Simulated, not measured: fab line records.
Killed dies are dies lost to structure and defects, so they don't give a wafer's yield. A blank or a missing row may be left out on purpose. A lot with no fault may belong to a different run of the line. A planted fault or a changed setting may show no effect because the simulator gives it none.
Check for tools in common | flow nandHarc | Sampled: 12 lots, 36 wafers

## REASON FOR OPENING
At NHARC_P_GATE_CD_MEAS_46 the reading cdNm is flagged on 1 of 12 lots. Fault-free wafers read 720.1 nm, with a standard deviation of 1.7.
Rule: a lot is flagged when every wafer of it that has a number lies more than 4 standard deviations from that mean, or none has a number. The other lots count as sound.

lot  | measured     | on       | cdNm (nm), wafer by wafer | flag
L750 | day 5 15:06  | cdSem-03 | 715.4 720.2 718.2         | 
L751 | day 5 23:31  | cdSem-02 | 720.0 717.6 719.3         | 
L753 | day 6 15:33  | cdSem-03 | 718.2 720.2 720.8         | 
L757 | day 8 19:08  | cdSem-02 | 694.0 693.8 694.5         | FLAGGED
L764 | day 11 13:05 | cdSem-01 | 721.2 719.9 721.0         | 
L765 | day 11 13:29 | cdSem-02 | 723.4 721.5 719.1         | 
L767 | day 12 16:16 | cdSem-02 | 720.6 722.5 718.1         | 
L768 | day 13 07:37 | cdSem-02 | 718.7 719.3 722.0         | 
L769 | day 13 08:58 | cdSem-03 | 719.3 719.9 723.6         | 
L770 | day 13 22:55 | cdSem-02 | 716.7 718.6 718.9         | 
L772 | day 14 15:58 | cdSem-03 | 722.5 720.5 720.5         | 
L773 | day 15 08:26 | cdSem-02 | 718.8 718.2 720.8         | 
On average the flagged lots' numbers are 694.1 nm, which is -26.0 nm against the usual, or -15 standard deviations.

## WHICH TOOL EACH LOT WENT THROUGH
Before the reading, the record contains 3 process steps out of a 1302-step route. Every cell lists first the tool, next ch and the chambers used by the sampled wafers, and last the start.
lot  | flag    | NHARC_P_GATE_HM_OPEN_105                     | NHARC_P_GATE_ALD_36              | NHARC_P_GATE_EXPOSE_43
L750 |         | rieDiel-05 ch 0,2,3, day 5 05:46 or earlier  | aldSin-04 ch 1,2,3, day 5 05:46  | krfScanner-03 ch 0, day 5 14:56
L751 |         | rieDiel-05 ch 1,2, day 5 12:59 or earlier    | aldSin-02 ch 0,1,3, day 5 12:59  | krfScanner-01 ch 0, day 5 23:22
L753 |         | rieDiel-09 ch 0,1,2, day 6 07:17 or earlier  | aldSin-04 ch 1,2,3, day 6 07:17  | krfScanner-04 ch 0, day 6 15:24
L757 | FLAGGED | rieDiel-05 ch 0,1,3, day 8 06:40 or earlier  | aldSin-02 ch 0,2,3, day 8 06:40  | krfScanner-04 ch 0, day 8 18:59
L764 |         | rieDiel-03 ch 0,2,3, day 11 03:41 or earlier | aldSin-01 ch 0,1,3, day 11 03:41 | krfScanner-03 ch 0, day 11 12:56
L765 |         | rieDiel-09 ch 0,3, day 11 05:05 or earlier   | aldSin-04 ch 0,2,3, day 11 05:05 | krfScanner-04 ch 0, day 11 13:20
L767 |         | rieDiel-03 ch 0,1, day 12 08:02 or earlier   | aldSin-01 ch 0,2,3, day 12 08:02 | krfScanner-01 ch 0, day 12 16:07
L768 |         | rieDiel-05 ch 1,2,3, day 12 14:37 or earlier | aldSin-04 ch 0,2, day 12 14:37   | krfScanner-04 ch 0, day 13 07:28
L769 |         | rieDiel-09 ch 1,2, day 12 22:23 or earlier   | aldSin-02 ch 1,3, day 12 22:23   | krfScanner-01 ch 0, day 13 08:49
L770 |         | rieDiel-09 ch 1,2, day 13 12:19 or earlier   | aldSin-01 ch 0,1,3, day 13 12:19 | krfScanner-03 ch 0, day 13 22:46
L772 |         | rieDiel-09 ch 0,1, day 14 08:35 or earlier   | aldSin-02 ch 0,1,3, day 14 08:35 | krfScanner-03 ch 0, day 14 15:49
L773 |         | rieDiel-03 ch 0,1,2, day 14 19:56 or earlier | aldSin-01 ch 2,3, day 14 19:56   | krfScanner-03 ch 0, day 15 08:16
These steps, and what they do:
- NHARC_P_GATE_HM_OPEN_105: chemistry O2/COS, target depth 360 nm.
- NHARC_P_GATE_ALD_36: deposits SiNx, target thk 20 nm, pulse time 60 s, ald cycles 223.
- NHARC_P_GATE_EXPOSE_43: exposes mask P NSD, target cd 720 nm.
- NHARC_P_GATE_CD_MEAS_46: target cd 720 nm.

## FLAGGED AGAINST TOTAL, ONE TOOL AT A TIME (gauges that did the reading follow at the end)
step                     | tool          | lots run | flagged | share of the flagged lots | sound lots run after its first flagged lot
NHARC_P_GATE_HM_OPEN_105 | rieDiel-03    | 3        | 0       | none                      | -
NHARC_P_GATE_HM_OPEN_105 | rieDiel-05    | 4        | 1       | all                       | 1 (L768)
NHARC_P_GATE_HM_OPEN_105 | rieDiel-09    | 5        | 0       | none                      | -
NHARC_P_GATE_ALD_36      | aldSin-01     | 4        | 0       | none                      | -
NHARC_P_GATE_ALD_36      | aldSin-02     | 4        | 1       | all                       | 2 (L769,L772)
NHARC_P_GATE_ALD_36      | aldSin-04     | 4        | 0       | none                      | -
NHARC_P_GATE_EXPOSE_43   | krfScanner-01 | 3        | 0       | none                      | -
NHARC_P_GATE_EXPOSE_43   | krfScanner-03 | 5        | 0       | none                      | -
NHARC_P_GATE_EXPOSE_43   | krfScanner-04 | 4        | 1       | all                       | 2 (L765,L768)
NHARC_P_GATE_CD_MEAS_46  | cdSem-01      | 1        | 0       | none                      | -
NHARC_P_GATE_CD_MEAS_46  | cdSem-02      | 7        | 1       | all                       | 5 (L765,L767,L768,L770,L773)
NHARC_P_GATE_CD_MEAS_46  | cdSem-03      | 4        | 0       | none                      | -
Because NHARC_P_GATE_HM_OPEN_105 lacks a start for some lots, the hours and order of its lots are taken from NHARC_P_GATE_ALD_36.

## THE TABLE: WHAT IT ALLOWS
4 rows of the table ran every flagged lot: rieDiel-05 at NHARC_P_GATE_HM_OPEN_105, aldSin-02 at NHARC_P_GATE_ALD_36, krfScanner-04 at NHARC_P_GATE_EXPOSE_43, cdSem-02 at NHARC_P_GATE_CD_MEAS_46.
- rieDiel-05 at NHARC_P_GATE_HM_OPEN_105: 1 of its 4 lots flagged. Sound lots followed the first flagged one (L768) on it, something a lasting fault affecting the whole tool could not allow.
- aldSin-02 at NHARC_P_GATE_ALD_36: 1 of its 4 lots flagged. Sound lots followed the first flagged one (L769, L772) on it, something a lasting fault affecting the whole tool could not allow.
- krfScanner-04 at NHARC_P_GATE_EXPOSE_43: 1 of its 4 lots flagged. Sound lots followed the first flagged one (L765, L768) on it, something a lasting fault affecting the whole tool could not allow.
- cdSem-02 at NHARC_P_GATE_CD_MEAS_46: 1 of its 7 lots flagged. Sound lots followed the first flagged one (L765, L767, L768, L770, L773) on it, something a lasting fault affecting the whole tool could not allow.
None of the table's rows ran every flagged lot and, after the first, no sound lot.

## WHAT THE SIMULATOR HAD INSERTED
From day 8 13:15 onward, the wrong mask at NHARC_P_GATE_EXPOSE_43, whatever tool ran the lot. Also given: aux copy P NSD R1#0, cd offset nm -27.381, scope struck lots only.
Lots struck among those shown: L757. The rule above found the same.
